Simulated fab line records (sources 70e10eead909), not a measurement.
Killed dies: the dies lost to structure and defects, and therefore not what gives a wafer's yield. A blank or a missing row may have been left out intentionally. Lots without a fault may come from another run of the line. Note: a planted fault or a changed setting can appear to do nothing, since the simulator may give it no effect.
Which of the tools did it? | flow nand harc | 7 lots (21 wafers sampled), 1 step of a 1159-step route

WHAT THE GAUGES SHOWED, per wafer
NHARC_P_ZERO_WELL_CD_MEAS_24: target cd 720 nm.
lot  | measured    | on        | cd nm (nm)
L342 | day 2 08:28 | cd sem-02 | 716.5 719.7 715.6
L346 | day 3 08:29 | cd sem-03 | 719.6 721.0 718.7
L349 | day 4 02:37 | cd sem-03 | 721.8 719.1 719.9
L354 | day 5 08:29 | cd sem-02 | 718.5 720.8 721.0
L356 | day 5 20:30 | cd sem-02 | 719.2 719.8 719.7
L358 | day 6 08:28 | cd sem-02 | 719.2 715.9 719.5
L361 | day 7 02:35 | cd sem-02 | 719.0 719.7 718.1

WHAT TOOL EACH LOT RAN ON (gives the tool, then ch and the chambers of the sampled wafers, and finally the start)
No process step before these readings appears in the record.

THE ANSWER, worked out from the rows above alone
Rule: the lots themselves supply what counts as usual. The widest of any qualifying gaps counts: lots, ordered by their means at a reading, are off when they make up no more than a third of the lots, leave a main group of 4 or more, and stand apart from it by 3 or more times the standard deviation of that group's means. A main group is skipped when, at the precision printed for the reading in the tables above, its means are all equal. A lot without any number at a reading at which 4 lots or more have one is off too. Where the step has rows for the other lots, those lots are counted as sound.
Nothing can be told from this: no lot is off at any reading shown.

WHAT HAD BEEN PUT IN BY THE SIMULATOR
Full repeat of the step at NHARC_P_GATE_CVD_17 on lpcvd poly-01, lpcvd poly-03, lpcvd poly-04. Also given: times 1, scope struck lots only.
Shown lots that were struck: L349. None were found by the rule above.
